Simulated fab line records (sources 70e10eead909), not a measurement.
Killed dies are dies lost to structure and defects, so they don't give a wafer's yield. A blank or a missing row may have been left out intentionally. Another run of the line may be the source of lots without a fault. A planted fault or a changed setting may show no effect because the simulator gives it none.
fab line records -- flow nandHarc
record: lots: 13, wafers: 39, lastDay: 24
route steps=1159 shown A_STAIRCASE@647 END@1159
lots with no fault: from the same line, run without faults
startH: hours from the record's opening day to when the first of the lot's shown wafers began -- waitH: hours elapsed since this lot's preceding step -- " unchanged from the row above -- L1.1+2: one row covering several wafers at once -- - no value present, or no start provided -- * or withheld: withheld -- < > ~ a bound
route shown NAME@n: names a module that has steps shown in the file, with the first one's number in the route -- usual: mean and standard deviation over wafers with no fault -- same: alike in all rows -- chamber/n: place in a boat -- sites: readings site by site -- _std_site: the standard deviation of these -- _edge_site: the outer-site mean with the inner-site mean subtracted -- radiusMm: for every site, how far away it sits from the centre of the wafer -- mask NAME#n: copy n -- behind: tool/chamber where the wafer was last shaped -- hold: reason for holding the lot/hours on hold/outcome of the hold -- device: the transistor (n, p or np) that didn't switch -- end of line: tests run on the same wafers once the route is complete -- step lacking rows: just its recipe -- killed: at the first sort, the dies lost to defects and structure; wafer yield is something else -- map: dies across one wafer; x = killed, . = not, _ = none there
set.NAME: the setting the step ran with; set.NAME@STEP: the setting that earlier step ran with -- model.NAME: the simulator's own value behind a step, which no gauge read
route steps across a sampled set of lots; one table per step, one row per wafer
services: when a tool's chamber went out of use (startH, in hours from the record's first day, below 0 if earlier), for how many hours, and the reason
== steps ==
step: NHARC_A_STAIRCASE_ETCH_253
recipe: targetDepthA: 500, timeS: 20.2, ionEnergyEv: 400, c4f8FlowSccm: 20, o2FlowSccm: 10, arFlowSccm: withheld, rfW: 600, biasW: 1000, chemistry: C4F8/O2
usual: oesProductAu: 0.948/0.02, rfVppV: 896/4.6
lot.wafer,tool,chamber,startH,waitH,oesProductAu,rfHoursCounterH,rfVppV
L374.1,rieDiel-12,1,254.51,0.1,0.936,17,902
L374.2,rieDiel-12,3,254.51,0.1,0.946,20,893
L374.6,rieDiel-12,0,254.51,0.1,0.934,-,895
L378.3,rieDiel-12,2,276.70,0.1,0.971,29,897
L378.6,rieDiel-12,1,276.70,0.1,0.938,-,900
L378.5,rieDiel-12,2,276.70,0.1,0.976,-,896
L380.2,rieDiel-08,1,297.76,0.1,0.959,63,902
L380.1,rieDiel-08,0,297.76,0.1,0.977,51,892
L380.5,rieDiel-08,2,297.76,0.1,0.969,-,889
L384.1,rieDiel-12,1,310.19,0.1,0.899,39,899
L384.6,rieDiel-12,2,310.19,0.1,0.920,-,895
L384.5,rieDiel-12,3,310.19,0.1,0.924,-,893
L387.4,rieDiel-08,2,331.59,0.2,0.964,9,888
L387.2,rieDiel-08,3,331.59,0.2,0.929,9,894
L387.6,rieDiel-08,1,331.59,0.2,0.950,-,902
L388.4,rieDiel-06,2,338.31,0.1,0.966,34,898
L388.6,rieDiel-06,0,338.31,0.1,0.973,-,893
L388.5,rieDiel-06,1,338.31,0.1,0.960,-,900
L389.4,rieDiel-08,1,348.99,0.1,0.958,13,902
L389.2,rieDiel-08,3,348.99,0.1,0.962,15,893
L389.6,rieDiel-08,0,348.99,0.1,0.975,-,890
L392.3,rieDiel-12,1,353.79,0.1,0.920,55,900
L392.1,rieDiel-12,2,353.79,0.1,0.957,55,896
L392.2,rieDiel-12,0,353.79,0.1,0.943,50,896
L391.3,rieDiel-06,3,354.71,0.1,0.957,37,900
L391.1,rieDiel-06,2,354.71,0.1,0.964,40,900
L391.5,rieDiel-06,0,354.71,0.1,0.935,-,893
L393.4,rieDiel-12,1,364.22,0.1,0.916,57,902
L393.3,rieDiel-12,3,364.22,0.1,0.929,58,893
L393.6,rieDiel-12,2,364.22,0.1,0.940,-,894
L394.3,rieDiel-06,2,364.98,0.1,0.974,45,897
L394.5,rieDiel-06,1,364.98,0.1,0.953,-,900
L394.6,rieDiel-06,2,364.98,0.1,0.976,-,898
L396.2,rieDiel-08,2,380.74,0.1,0.969,27,888
L396.1,rieDiel-08,3,380.74,0.1,0.932,27,892
L396.6,rieDiel-08,1,380.74,0.1,0.956,-,901
L395.1,rieDiel-06,3,389.95,0.1,0.971,51,901
L395.4,rieDiel-06,2,389.95,0.1,0.929,50,897
L395.6,rieDiel-06,3,389.95,0.1,0.977,-,901
step: NHARC_A_STAIRCASE_ETCH_294
recipe: targetDepthA: 49920, timeS: 1212.4, ionEnergyEv: 800, c4f8FlowSccm: 80, o2FlowSccm: 60, arFlowSccm: withheld, rfW: 600, biasW: 3000, chemistry: C4F8/O2/Ar
usual: oesProductAu: 0.932/0.013, rfVppV: 1826/9.2
lot.wafer,tool,chamber,startH,waitH,oesProductAu,rfHoursCounterH,rfVppV
L374.2,rieDiel-12,1,-,-,0.912,19,1836
L374.1,rieDiel-12,2,-,-,0.932,21,1826
L374.6,rieDiel-12,2,-,-,0.923,-,1827
L378.3,rieDiel-12,1,-,-,0.928,29,1836
L378.5,rieDiel-12,3,-,-,0.943,-,1820
L378.6,rieDiel-12,0,-,-,0.930,-,1827
L380.1,rieDiel-12,1,-,-,0.922,35,1836
L380.2,rieDiel-12,2,-,-,0.938,37,1827
L380.5,rieDiel-12,1,-,-,0.914,-,1836
L384.1,rieDiel-06,2,-,-,0.947,25,1833
L384.6,rieDiel-06,1,-,-,0.923,-,1835
L384.5,rieDiel-06,2,-,-,0.934,-,1832
L387.4,rieDiel-08,1,-,-,0.913,8,1838
L387.2,rieDiel-08,3,-,-,0.929,9,1822
L387.6,rieDiel-08,0,-,-,0.929,-,1819
L388.4,rieDiel-06,1,-,-,0.926,35,1835
L388.6,rieDiel-06,1,-,-,0.914,-,1834
L388.5,rieDiel-06,2,-,-,0.942,-,1832
L389.2,rieDiel-08,0,-,-,0.932,16,1817
L389.4,rieDiel-08,1,-,-,0.919,15,1839
L389.6,rieDiel-08,0,-,-,0.934,-,1817
L392.1,rieDiel-12,3,-,-,0.922,56,1819
L392.3,rieDiel-12,0,-,-,0.915,50,1824
L392.2,rieDiel-12,1,-,-,0.914,55,1836
L391.1,rieDiel-12,2,-,-,0.948,57,1825
L391.3,rieDiel-12,1,-,-,0.922,56,1836
L391.5,rieDiel-12,2,-,-,0.951,-,1827
L393.3,rieDiel-08,2,-,-,0.944,23,1808
L393.4,rieDiel-08,3,-,-,0.921,24,1819
L393.6,rieDiel-08,1,-,-,0.939,-,1838
L394.3,rieDiel-12,2,-,-,0.956,60,1826
L394.6,rieDiel-12,1,-,-,0.922,-,1836
L394.5,rieDiel-12,2,-,-,0.950,-,1825
L396.2,rieDiel-08,1,-,-,0.917,26,1838
L396.1,rieDiel-08,2,-,-,0.929,30,1811
L396.6,rieDiel-08,3,-,-,0.920,-,1819
L395.1,rieDiel-12,1,-,-,0.910,2,1835
L395.4,rieDiel-12,0,-,-,0.933,2,1825
L395.6,rieDiel-12,2,-,-,0.934,-,1825
step: NHARC_A_STAIRCASE_DEP_301
recipe: targetThkA: 300, targetThkNm: 30, tempC: 400, pressureTorr: 3.5, flowSccm: 200, rfW: 350, material: SiON
usual: chamberPressureTorr: 3.499/0.009, heaterPowerOuterW: 451/57, heaterPowerW: 753/73
lot.wafer,tool,chamber,startH,waitH,chamberPressureTorr,heaterPowerOuterW,heaterPowerW
L374.1,pecvd-04,0,263.32,1.6,3.505,467,769
L374.2,pecvd-04,2,263.32,1.6,3.505,470,738
L374.6,pecvd-04,2,263.32,1.6,3.503,464,753
L378.3,pecvd-02,1,286.09,1.0,3.494,443,791
L378.5,pecvd-02,1,286.09,1.0,3.490,325,641
L378.6,pecvd-02,2,286.09,1.0,3.509,489,768
L380.2,pecvd-04,0,307.47,1.2,-,-,-
L380.1,pecvd-04,2,307.47,1.2,-,-,-
L380.5,pecvd-04,1,307.47,1.2,-,-,-
L384.1,pecvd-04,1,318.13,1.6,-,-,-
L384.5,pecvd-04,2,318.13,1.6,-,-,-
L384.6,pecvd-04,0,318.13,1.6,-,-,-
L387.2,pecvd-04,0,340.51,1.5,3.489,536,852
L387.6,pecvd-04,1,340.51,1.5,3.496,444,774
L387.4,pecvd-04,0,340.51,1.5,3.495,542,853
L388.6,pecvd-04,0,347.41,0.1,3.498,501,809
L388.5,pecvd-04,1,347.41,0.1,3.515,479,849
L388.4,pecvd-04,2,347.41,0.1,3.493,488,752
L389.2,pecvd-04,2,359.99,1.3,3.506,513,840
L389.4,pecvd-04,2,359.99,1.3,3.493,515,808
L389.6,pecvd-04,0,359.99,1.3,3.498,513,826
L392.1,pecvd-04,1,362.84,1.5,3.498,434,772
L392.2,pecvd-04,2,362.84,1.5,3.507,497,761
L392.3,pecvd-04,0,362.84,1.5,3.504,482,761
L391.3,pecvd-01,1,364.68,1.0,3.510,464,775
L391.1,pecvd-01,2,364.68,1.0,3.513,360,638
L391.5,pecvd-01,2,364.68,1.0,3.515,361,641
L393.3,pecvd-02,0,373.77,1.0,3.499,463,757
L393.4,pecvd-02,0,373.77,1.0,3.492,456,760
L393.6,pecvd-02,1,373.77,1.0,3.495,332,635
L394.3,pecvd-02,1,374.66,1.0,3.490,371,679
L394.6,pecvd-02,0,374.66,1.0,3.503,569,883
L394.5,pecvd-02,1,374.66,1.0,3.507,362,680
L396.2,pecvd-04,0,390.38,1.3,3.504,560,894
L396.1,pecvd-04,1,390.38,1.3,3.515,452,787
L396.6,pecvd-04,0,390.38,1.3,3.494,551,891
L395.1,pecvd-01,2,399.68,1.6,3.501,408,664
L395.4,pecvd-01,0,399.68,1.6,3.494,429,710
L395.6,pecvd-01,2,399.68,1.6,3.500,394,696
step: NHARC_A_STAIRCASE_HM_OPEN_463
recipe: o2FlowSccm: 400, cosFlowSccm: 20, arFlowSccm: 0, rfW: 500, biasW: 300, chemistry: O2/COS
usual: drypumpMotorCurrentA: 5.7/0.49, mfcArSccm: 0.004/0.0087, oesProductAu: 0.997/0.0099, rfVppV: 466.9/2.4, showerheadPlenumPTorr: 3.11/0.11, throttleValvePct: 28.330/0.0089
lot.wafer,tool,chamber,startH,waitH,drypumpMotorCurrentA,mfcArSccm,oesProductAu,rfHoursCounterH,rfVppV,showerheadPlenumPTorr,throttleValvePct
L374.1,rieDiel-06,0,-,-,5.3,0.028,0.998,6,467.1,3.07,28.312
L374.2,rieDiel-06,3,-,-,6.1,0,1.001,6,470.1,3.25,28.323
L374.6,rieDiel-06,0,-,-,5.2,0.028,1.005,-,467.2,3.07,28.340
L378.3,rieDiel-08,1,-,-,6.6,0,0.999,59,471.6,3.27,28.341
L378.6,rieDiel-08,0,-,-,5.8,0.009,0.996,-,464.2,3.01,28.334
L378.5,rieDiel-08,1,-,-,6.6,0,1.007,-,471.5,3.27,28.324
L380.2,rieDiel-06,1,-,-,5.9,0,0.988,21,470.0,3.22,28.345
L380.1,rieDiel-06,2,-,-,6.2,0,1.012,24,468.8,3.18,28.325
L380.5,rieDiel-06,3,-,-,6.1,0,0.996,-,470.1,3.25,28.323
L384.1,rieDiel-08,2,-,-,5.8,0,0.999,3,463.1,2.93,28.309
L384.6,rieDiel-08,2,-,-,5.8,0,1.001,-,463.6,2.93,28.344
L384.5,rieDiel-08,3,-,-,5.2,0,0.991,-,466.3,3.06,28.322
L387.2,rieDiel-12,1,-,-,6.0,0,0.990,51,470.6,3.22,28.325
L387.4,rieDiel-12,0,-,-,5.9,0.018,0.985,45,466.9,3.10,28.336
L387.6,rieDiel-12,2,-,-,5.5,0,1.010,-,467.8,3.11,28.343
L388.4,rieDiel-12,0,-,-,5.8,0.018,0.986,48,467.8,3.10,28.315
L388.5,rieDiel-12,2,-,-,5.5,0,1.014,-,468.2,3.11,28.329
L388.6,rieDiel-12,3,-,-,4.7,0,0.992,-,465.5,3.03,28.339
L389.2,rieDiel-08,1,-,-,6.6,0,0.999,18,470.3,3.26,28.337
L389.4,rieDiel-08,0,-,-,5.8,0.009,1.013,18,463.8,3.00,28.325
L389.6,rieDiel-08,1,-,-,6.6,0,1.001,-,469.4,3.26,28.334
L392.3,rieDiel-12,3,-,-,4.7,0,0.992,58,465.1,3.02,28.337
L392.1,rieDiel-12,0,-,-,5.9,0.018,0.989,52,466.3,3.10,28.329
L392.2,rieDiel-12,2,-,-,5.5,0,1.014,59,467.9,3.10,28.328
L391.3,rieDiel-12,1,-,-,6.0,0,0.988,58,468.7,3.22,28.335
L391.1,rieDiel-12,0,-,-,5.8,0.018,0.989,53,466.3,3.10,28.328
L391.5,rieDiel-12,1,-,-,6.0,0,0.982,-,469.2,3.22,28.341
L393.3,rieDiel-06,1,-,-,5.9,0,0.986,46,468.9,3.21,28.325
L393.4,rieDiel-06,2,-,-,6.1,0,1.009,48,467.5,3.17,28.339
L393.6,rieDiel-06,3,-,-,6.1,0,0.994,-,469.5,3.24,28.321
L394.3,rieDiel-08,3,-,-,5.2,0,0.993,25,465.4,3.05,28.343
L394.6,rieDiel-08,3,-,-,5.1,0,0.985,-,465.3,3.05,28.330
L394.5,rieDiel-08,0,-,-,5.8,0.009,0.999,-,463.9,3.00,28.333
L396.1,rieDiel-08,0,-,-,5.8,0.009,1.011,29,464.3,3.00,28.314
L396.2,rieDiel-08,2,-,-,5.8,0,0.999,32,462.9,2.92,28.326
L396.6,rieDiel-08,3,-,-,5.2,0,0.998,-,465.1,3.05,28.324
L395.4,rieDiel-06,3,-,-,6.1,0,0.996,55,469.2,3.23,28.332
L395.1,rieDiel-06,0,-,-,5.2,0.028,0.988,56,464.8,3.05,28.340
L395.6,rieDiel-06,3,-,-,6.1,0,0.994,-,470.2,3.23,28.322
step: NHARC_END_SORT_01
recipe: tempC: 25
usual: killedAtArray: 29/8.4, killedAtOther: 0.7/1.2, killedAtPeriphery: 3.8/2.1, killedDies: 33/9, killedOpen: 3.4/2, killedShort: 2.1/1.4
same: grossDies: 677
lot.wafer,tool,chamber,startH,waitH,killedAtArray,killedAtOther,killedAtPeriphery,killedDies,killedOpen,killedShort
L380.1,prober-02,0,511.09,2.5,674,0,3,677,3,0
L380.2,prober-02,0,511.90,2.8,672,2,3,677,3,1
L380.5,prober-02,0,514.31,3.7,675,0,2,677,1,1
L384.1,prober-02,0,518.89,2.5,672,0,5,677,3,1
L384.5,prober-02,0,522.07,3.7,670,0,7,677,2,2
L384.6,prober-02,0,522.86,4.0,675,0,2,677,2,1
killed by level:class
L380.1 A_STAIRCASE:areaDep=644 A_SLIT:chamberFilmFlake=16 A_CHANNEL_HOLE_D1:chamberFilmFlake=8 A_CONTACT:geometricParticle:open=2 A_STAIRCASE:chamberFilmFlake=2 P_CONTACT:geometricParticle:open=1 P_STI:chamberFilmFlake=1 P_CONTACT:chamberFilmFlake=1
L380.2 A_STAIRCASE:areaDep=648 A_SLIT:chamberFilmFlake=10 A_STAIRCASE:chamberFilmFlake=3 A_CONTACT:chamberFilmFlake=3 A_BLC:geometricParticle:open=2 A_ZERO_WELL:chamberFilmFlake=2 A_CHANNEL_HOLE_D1:chamberFilmFlake=2 THIN_TSV:chamberFilmFlake=2
L380.5 A_STAIRCASE:areaDep=649 A_SLIT:chamberFilmFlake=14 A_CHANNEL_HOLE_D1:chamberFilmFlake=6 A_CHANNEL_FILL_D1:geometricParticle:short=1 A_CONTACT:geometricParticle:open=1 P_STI:chamberFilmFlake=1 P_CONTACT:chamberFilmFlake=1 A_ZERO_WELL:chamberFilmFlake=1
L384.1 A_STAIRCASE:areaDep=653 A_SLIT:chamberFilmFlake=11 A_CHANNEL_HOLE_D1:chamberFilmFlake=3 A_CONTACT:chamberFilmFlake=3 P_GATE:geometricParticle:open=1 P_M0:geometricParticle:open=1 P_M0:geometricParticle:short=1 A_ONON_D1:geometricParticle:open=1
L384.5 A_STAIRCASE:areaDep=645 A_SLIT:chamberFilmFlake=11 A_CHANNEL_HOLE_D1:chamberFilmFlake=5 P_CONTACT:chamberFilmFlake=3 A_CONTACT:chamberFilmFlake=3 P_GATE:chamberFilmFlake=2 A_WL_FILL:chamberFilmFlake=2 P_GATE:geometricParticle:short=1
L384.6 A_STAIRCASE:areaDep=653 A_SLIT:chamberFilmFlake=12 A_CHANNEL_HOLE_D1:chamberFilmFlake=3 A_WL_FILL:chamberFilmFlake=2 P_CONTACT:geometricParticle:open=1 A_ONON_D1:geometricParticle:open=1 A_WL_FILL:geometricParticle:short=1 P_GATE:chamberFilmFlake=1
== services ==
tool,chamber,startH,hours,kind
rieDiel-12,0,235.96,-,clean
rieDiel-12,1,235.96,-,clean
rieDiel-12,2,235.96,-,clean
rieDiel-12,3,235.96,-,clean
pecvd-01,-,237.19,13.0,pm
rieDiel-08,3,240.57,5.9,repair
rieDiel-06,-,241.21,9.0,pm
rieDiel-08,2,245.58,13.5,repair
rieDiel-12,0,260.61,-,clean
rieDiel-12,1,260.61,-,clean
rieDiel-12,2,260.61,-,clean
rieDiel-12,3,260.61,-,clean
rieDiel-12,2,271.12,2.6,repair
pecvd-02,0,279.08,2.8,repair
pecvd-02,2,279.40,2.9,repair
rieDiel-12,0,285.51,-,clean
rieDiel-06,-,289.23,1.7,repair
rieDiel-08,-,301.88,9.0,pm
rieDiel-06,1,302.71,4.0,repair
pecvd-02,-,334.48,13.0,pm
rieDiel-12,2,373.74,7.6,repair
pecvd-04,-,376.56,13.0,pm
rieDiel-12,-,379.46,9.0,pm
rieDiel-06,2,381.35,7.2,repair
== key ==
firstSign: step: NHARC_A_STAIRCASE_DEP_301, reading: toolRecord, direction: missing
effect: step: NHARC_END_SORT_01, reading: killedAtArray, direction: up, sigmas: 76, usual: 29, struck: 673
moreKillsBornAt: NHARC_A_STAIRCASE_DEP_301@pecvd-04: 3892
metAt NHARC_A_STAIRCASE_DEP_301
struckLots L380,L384
laterRowsLeftOut L380.1,L380.2,L380.5,L384.1,L384.5,L384.6
testerLeftOut L380,L384
notActingAt NHARC_A_STAIRCASE_ETCH_253,NHARC_A_STAIRCASE_ETCH_294,NHARC_A_STAIRCASE_HM_OPEN_463
onsetBetween 263.32 307.47
fault: kind: skippedStepWhole, tool: pecvd-04, chamber: -, onsetH: 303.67, steps: NHARC_A_STAIRCASE_DEP_301, scope: struckLotsOnly
testerLeftOut: of these lots the tester's yield and bins aren't shown, on N5 and GAA mostly nor the transistor test; their killed dies are dies lost to structure and defects alone, not to doping, threshold or leakage, so they don't give the yield
laterRowsLeftOut: the simulator's readings of these wafers behind a module that went badly wrong aren't trusted and aren't shown, but for the sort
